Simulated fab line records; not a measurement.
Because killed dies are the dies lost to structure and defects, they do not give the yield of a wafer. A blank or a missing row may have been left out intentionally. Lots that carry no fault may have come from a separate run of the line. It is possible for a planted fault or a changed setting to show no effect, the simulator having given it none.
Split-lot trial ; flow n5-finfet ; 7 lots, 15 wafers read, on a route of 1938 steps

== SPLIT DETAILS ==
At N5_BEOL_M1_SPUTTER_79 (material Cu, target thk 4.5 nm, time 8.29 s), the setting time-s was moved away from the recipe's 8.29 s on 3 of the 15 wafers read, by -11.0% to +12.3%. The other wafers ran this setting at the recipe's value.

The reading comes from the split's own step.

== THE READING ==
Cu_of_BEOL_M1_SPUTTER_79.thk-nm (the simulator's own value, which no gauge read), in nm, at N5_BEOL_M1_SPUTTER_79 (material Cu, target thk 4.5 nm, time 8.29 s). There is no usual value for it anywhere in the file. Average 4.5 nm, standard deviation 0.12 nm, over the 12 wafers here run with the recipe.

wafer;tool, chamber at the split;time-s as run, s;against the recipe;Cu_of_BEOL_M1_SPUTTER_79.thk-nm, nm;against lot-mates on the recipe
L076.1;pvd-sputter-03, -;8.29;recipe;4.6;-
L076.5;pvd-sputter-03, -;8.29;recipe;4.6;-
L077.2;pvd-sputter-02, -;8.29;recipe;4.6;-
L077.4;pvd-sputter-02, -;8.29;recipe;4.6;-
L077.3;pvd-sputter-02, -;8.29;recipe;4.8;-
L085.3;pvd-sputter-01, -;8.29;recipe;4.4;-
L085.5;pvd-sputter-01, -;8.995;+8.5%;4.6;+0.2
L089.1;pvd-sputter-03, -;8.29;recipe;4.4;-
L089.5;pvd-sputter-03, -;7.376;-11.0%;3.8;-0.6
L094.4;pvd-sputter-03, -;8.29;recipe;4.4;-
L094.6;pvd-sputter-03, -;9.307;+12.3%;5;+0.6
L096.2;pvd-sputter-01, -;8.29;recipe;4.6;-
L096.5;pvd-sputter-01, -;8.29;recipe;4.6;-
L096.6;pvd-sputter-01, -;8.29;recipe;4.6;-
L097.5;pvd-sputter-02, -;8.29;recipe;4.4;-

FIT RESULTS
A straight line over all 15 wafers: Cu_of_BEOL_M1_SPUTTER_79.thk-nm changes by +0.0425 nm for each +1% of time-s; r = +0.81; the points scatter about the line by 0.16 nm.
The same after taking each lot's own level away (the mean of its wafers on the recipe; 15 wafers): +0.046 nm for each +1%; r = +0.95; scatter 0.073 nm.
On that fit, the largest move of time-s shifts the reading by 0.56 nm.
From 4.40 to 4.67 nm: that is the span of the lots' own levels, equal to 2.2 times the standard deviation above.
The two slopes agree, so the slope changes little with the lot-to-lot level.
Check: for one of the wafers moved furthest among these (+12.3%), held out of the fit, the line's prediction against its lot-mates is +0.502 nm. Against them it came out at +0.6 nm.

== OTHER SPLITS ON THESE WAFERS ==
Note: prior to the reading, these wafers also went through further splits. Each is held against what the fit with the lots' levels taken away leaves over:
other split on the same wafers;wafers away from the commonest value;r with Cu_of_BEOL_M1_SPUTTER_79.thk-nm (lot level and that fit taken away)
N5_HKMG_FIN_CVD_62 temp-c;5;-0.10
N5_HKMG_FIN_ETCH_35 time-s;5;+0.36
N5_MOL_CONTACT_COAG_COAT_58 spin-rpm;4;+0.32
N5_MOL_CONTACT_COAG_ETCH_105 bias-w;3;+0.54
N5_MOL_CONTACT_COAG_ALD_27 ald-cycles;5;-0.43
N5_BEOL_M0_SAQP_ETCH_107 bias-w;2;-0.23
N5_BEOL_M0_DEP_125 time-s;5;-0.13
N5_BEOL_M1_PECVD_72 time-s;4;+0.67

== FILE'S OWN FIT ==
Cu_of_BEOL_M1_SPUTTER_79.thk-nm changes by +0.0455 nm for each +1% of time-s, r = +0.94.
